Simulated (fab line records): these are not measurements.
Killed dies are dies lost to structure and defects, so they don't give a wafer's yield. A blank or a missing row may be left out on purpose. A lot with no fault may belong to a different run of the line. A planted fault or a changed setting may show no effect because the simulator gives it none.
Chamber matching ; flow n5Finfet ; 3 sister chambers for N5_DUMMY_GATE_ETCH_23 on rieSi-06
The step etches poly-Si in HBr/Cl2/O2, target depth 41 nm, time 22.3 s. 3 wafers are shown with their chamber, then 5 later ones without.

== EACH WAFER AND ITS CHAMBER ==
wafer;chamber;throttleValvePct (%)
L083.1;3;37.50
L084.1;1;37.25
L084.5;2;36.75

== WAFERS WITHOUT THEIR CHAMBER ==
wafer;throttleValvePct (%)
L084.6;37.25
L091.1;37.48
L091.3;36.73
L095.2;37.25
L095.4;37.48

== EACH ONE'S CHAMBER ==
wafer;from the rows above;in truth
L084.6;1;1
L091.1;3;3
L091.3;2;2
L095.2;1;1
L095.4;3;3
Correctly placed: 5 of 5. Number that these rows cannot place: 0. Number placed wrongly: 0.
How it was worked out, from the rows above alone: a wafer's distance from a chamber is the root of the sum, over the readings, of the square of ((its reading less the chamber's mean) divided by the reading's scatter). If the next closest chamber is less than 2 further off than the closest, the wafer can't be placed; otherwise it belongs to the closest. A chamber's mean is the mean of its shown wafers. The scatter (one wafer shown for each chamber): square how far every hidden wafer sits from the nearest shown wafer, average those squares and take the square root.
